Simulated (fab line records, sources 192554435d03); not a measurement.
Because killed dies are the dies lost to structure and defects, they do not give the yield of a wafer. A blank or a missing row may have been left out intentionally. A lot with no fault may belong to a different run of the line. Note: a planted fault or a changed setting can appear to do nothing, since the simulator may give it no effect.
Chamber matching    flow n5Finfet    rieDiel-05 running N5_MOL_CONTACT_COAG_ETCH_110: 4 sister chambers
The step etches Si in CF4/O2, target depth 2.5 nm, time 8 s. 8 wafers are shown with their chamber, then 7 later ones without.

## WAFERS PAIRED WITH THEIR CHAMBERS
wafer   chamber  drypumpMotorCurrentA (A)  showerheadPlenumPTorr (Torr)
L310.1  0        5.2                       2.15
L312.2  2        6.0                       2.24
L312.3  3        4.7                       2.18
L312.6  3        4.7                       2.18
L315.4  2        6.0                       2.24
L317.2  1        5.9                       2.18
L325.1  1        5.8                       2.17
L325.4  0        5.2                       2.14

## WAFERS MISSING THEIR CHAMBER
wafer   drypumpMotorCurrentA (A)  showerheadPlenumPTorr (Torr)
L325.6  6.0                       2.23
L327.3  5.2                       2.14
L327.4  5.9                       2.17
L327.5  5.8                       2.17
L331.2  4.7                       2.16
L331.3  5.2                       2.14
L331.4  5.9                       2.17

## WHICH CHAMBER EACH WENT THROUGH
wafer   from the rows above  in truth
L325.6  2                    2
L327.3  0                    0
L327.4  1                    1
L327.5  1                    1
L331.2  3                    3
L331.3  0                    0
L331.4  1                    1
Correct placement for 7 of the 7. Can't be placed from these rows: 0. Wrongly placed: 0.
How it was worked out, from the rows above alone: a wafer's distance from a chamber is the root of the sum, over the readings, of the square of ((its reading less the chamber's mean) divided by the reading's scatter). The wafer belongs to the nearest chamber; if the next one is less than 2 further off, it can't be placed. A chamber's mean is the mean of its shown wafers. The scatter: take each reading less its chamber's mean, square it, sum over the shown wafers, divide by the number of wafers less the number of chambers, and take the root.
